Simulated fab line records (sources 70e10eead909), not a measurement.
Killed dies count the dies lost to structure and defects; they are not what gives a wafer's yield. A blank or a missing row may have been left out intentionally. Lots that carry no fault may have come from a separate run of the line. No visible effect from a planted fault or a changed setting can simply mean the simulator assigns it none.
The tool behind it: which one?    flow nandHarc    13 lots, 39 wafers sampled, at 6 steps of a route of 1302

## WHAT THE GAUGES SHOWED, per wafer
NHARC_A_ZERO_WELL_CD_MEAS_10: the cd target is 2000 nm. Usual: 2000.1 nm for cdNm, sd 1.9.
lot   measured      on        cdNm (nm)             flag
L408  day 7 03:49   cdSem-02  1997.8 2000.3 2003.0  
L409  day 7 17:47   cdSem-02  2000.8 1999.7 1998.9  
L410  day 7 18:50   cdSem-02  2002.4 1997.8 1998.3  
L412  day 8 18:41   cdSem-03  1998.1 1998.1 1999.1  
L413  day 9 08:12   cdSem-01  2002.1 2002.2 1999.5  
L414  day 9 11:10   cdSem-02  1999.2 2001.7 1997.2  
L418  day 11 09:37  cdSem-03  2002.2 2002.3 1999.3  
L419  day 11 19:40  cdSem-03  1998.0 1997.5 1999.7  
L420  day 11 23:14  cdSem-03  1999.6 2000.5 2000.5  
L424  day 13 23:35  cdSem-02  2002.4 1997.2 2000.7  
L425  day 14 01:27  cdSem-03  2001.4 1998.0 1997.9  
L428  day 15 07:18  cdSem-03  2002.2 2003.8 1999.9  
L429  day 15 20:19  cdSem-02  2001.3 2001.2 2000.6  

NHARC_A_ONON_D1_THK_MEAS_18: measures by ellipsometry. Usual: 1001 nm for thkNm, sd 9.5.
lot   measured      on            thkNm (nm)      flag
L408  day 8 12:58   filmMetro-01  1004 1003 1005  
L409  day 9 02:47   filmMetro-01  998 998 999     
L410  day 9 03:08   filmMetro-02  1015 1015 1013  
L412  day 9 23:31   filmMetro-01  988 989 989     
L413  day 10 17:47  filmMetro-02  1009 1008 1008  
L414  day 10 17:32  filmMetro-01  1016 1016 1018  
L418  day 12 18:25  filmMetro-01  1011 1010 1011  
L419  day 13 07:01  filmMetro-02  998 996 998     
L420  day 13 10:32  filmMetro-02  1002 1003 1000  
L424  day 15 08:30  filmMetro-01  1005 1004 1006  
L425  day 15 08:29  filmMetro-02  988 988 987     
L428  day 16 16:13  filmMetro-01  680 682 681     OFF
L429  day 17 06:22  filmMetro-01  660 661 660     OFF

NHARC_END_SORT_01. Usual: killedAtArray 53, standard deviation 18; killedAtOther 1.0, standard deviation 1.2; killedAtPeriphery 3.6, standard deviation 2.4; killedDies 58, standard deviation 18; killedOpen 3.4, standard deviation 1.8; killedShort 2.3, standard deviation 1.5.
lot   measured      on         killedAtArray  killedAtOther  killedAtPeriphery  killedDies   killedOpen  killedShort  flag
L428  day 33 10:32  prober-02  669 669 673    4 2 2          4 6 2              677 677 677  5 2 4       4 1 3        OFF
L429  day 33 03:28  prober-01  674 673 674    0 0 0          3 4 3              677 677 677  2 3 4       3 5 0        OFF

## WHICH TOOL RAN EACH LOT (tool, then ch and the chambers of the sampled wafers, then the start)
lot   NHARC_A_ZERO_WELL_DESCUM_12        NHARC_A_ONON_D1_DEP_16           NHARC_A_CHANNEL_HOLE_D1_DEP_01
L408  rieDiel-05 ch 2,3, day 7 03:59     pecvdOnon-01 ch 0, day 8 12:27   pecvd-04 ch 0,1,2, day 8 18:01
L409  rieDiel-05 ch 0,2, day 7 17:56     pecvdOnon-01 ch 0, day 9 02:20   pecvd-01 ch 1,2, day 9 14:29
L410  rieDiel-05 ch 0,3, day 7 19:00     pecvdOnon-01 ch 0, day 9 02:44   pecvd-04 ch 0,1,2, day 9 15:13
L412  rieDiel-09 ch 0,1,3, day 8 18:51   pecvdOnon-01 ch 0, day 9 23:00   pecvd-04 ch 0,1, day 10 04:18
L413  rieDiel-12 ch 1,2,3, day 9 08:22   pecvdOnon-04 ch 0, day 10 17:23  pecvd-04 ch 0,1,2, day 10 23:38
L414  rieDiel-09 ch 0,1,2, day 9 11:20   pecvdOnon-01 ch 0, day 10 17:02  pecvd-01 ch 1,2, day 10 22:26
L418  rieDiel-05 ch 1,2,3, day 11 09:47  pecvdOnon-04 ch 0, day 12 17:54  pecvd-02 ch 0,2, day 12 23:13
L419  rieDiel-09 ch 1,2,3, day 11 19:49  pecvdOnon-01 ch 0, day 13 06:41  pecvd-01 ch 0,1,2, day 13 12:49
L420  rieDiel-09 ch 1,2,3, day 11 23:24  pecvdOnon-03 ch 0, day 13 10:05  pecvd-04 ch 0,2, day 13 15:24
L424  rieDiel-09 ch 0,3, day 13 23:44    pecvdOnon-04 ch 0, day 15 07:59  pecvd-01 ch 1,2, day 15 14:00
L425  rieDiel-09 ch 0,2,3, day 14 01:37  pecvdOnon-01 ch 0, day 15 07:58  pecvd-04 ch 0,1,2, day 15 13:57
L428  rieDiel-09 ch 0,1, day 15 07:26    pecvdOnon-01 ch 0, day 16 15:53  -
L429  rieDiel-09 ch 1,3, day 15 20:29    pecvdOnon-01 ch 0, day 17 05:51  -
- NHARC_A_ZERO_WELL_DESCUM_12: chemistry O2, time 3 s.
- NHARC_A_ONON_D1_DEP_16: target thk 1000 nm.
- NHARC_A_CHANNEL_HOLE_D1_DEP_01: deposits SiON, target thk 140 nm.

## AS READ BY THE TOOLS THEMSELVES (means over the sampled wafers that have a number; for cases with no such wafer, the mark the record gives instead)
NHARC_A_ZERO_WELL_DESCUM_12. Usual: drypumpMotorCurrentA 5.96 A, standard deviation 0.24; oesProductAu 0.997 a.u., standard deviation 0.0094; rfVppV 57.8 V, standard deviation 0.82; showerheadPlenumPTorr 1.89 Torr, standard deviation 0.066; throttleValvePct 11.312 %, standard deviation 0.0094.
lot   tool        drypumpMotorCurrentA (A)  oesProductAu (a.u.)  rfVppV (V)  showerheadPlenumPTorr (Torr)  throttleValvePct (%)  flag
L408  rieDiel-05  5.81                      0.995                57.8        1.92                          11.309                
L409  rieDiel-05  5.94                      0.996                57.3        1.82                          11.322                
L410  rieDiel-05  5.83                      0.996                57.4        1.91                          11.316                
L412  rieDiel-09  6.06                      0.990                57.6        1.89                          11.310                
L413  rieDiel-12  5.79                      0.988                57.0        1.89                          11.303                
L414  rieDiel-09  5.91                      0.990                57.4        1.88                          11.315                
L418  rieDiel-05  5.93                      0.988                58.5        1.96                          11.304                
L419  rieDiel-09  6.09                      1.001                58.3        1.86                          11.310                
L420  rieDiel-09  6.06                      1.003                57.4        1.86                          11.320                
L424  rieDiel-09  5.90                      0.982                57.4        1.91                          11.314                
L425  rieDiel-09  5.90                      1.000                57.2        1.88                          11.314                
L428  rieDiel-09  5.92                      1.006                58.0        1.90                          11.311                
L429  rieDiel-09  6.22                      1.007                57.5        1.86                          11.312                

NHARC_A_CHANNEL_HOLE_D1_DEP_01. Usual: 738 W for heaterPowerW, sd 120.
lot   tool      heaterPowerW (W)  flag
L408  pecvd-04  743               
L409  pecvd-01  811               
L410  pecvd-04  789               
L412  pecvd-04  753               
L413  pecvd-04  719               
L414  pecvd-01  794               
L418  pecvd-02  592               
L419  pecvd-01  796               
L420  pecvd-04  756               
L424  pecvd-01  805               
L425  pecvd-04  753               

## THE ANSWER, worked out from the rows above alone
Rule: take the mean of a lot's wafers that have a number; if it is more than 3 standard deviations from the usual mean, the lot is off. A lot without any number at a reading at which 4 lots or more have one is off too. All remaining lots with rows at the step are treated as sound. After the gauges, taken in route order, come the tools' own readings; for these a lot's mean is taken, as printed above. The first step at which some lot is off is used, and at that step the reading that is off furthest; a lot without a number counts as furthest.
Off, at NHARC_A_ONON_D1_THK_MEAS_18 on thkNm: L428, L429.
A tool fits if, at a process step before that reading, it ran every lot that is off, and no sound lot after the first of them. The gauges at NHARC_A_ONON_D1_THK_MEAS_18 aren't tried: what is off there is off at NHARC_END_SORT_01 too, on other tools, and a gauge's error can't cause that. 2 tools fit, rieDiel-09 at NHARC_A_ZERO_WELL_DESCUM_12 and pecvdOnon-01 at NHARC_A_ONON_D1_DEP_16, so this cannot tell which one it is.

## WHAT THE SIMULATOR PUT IN
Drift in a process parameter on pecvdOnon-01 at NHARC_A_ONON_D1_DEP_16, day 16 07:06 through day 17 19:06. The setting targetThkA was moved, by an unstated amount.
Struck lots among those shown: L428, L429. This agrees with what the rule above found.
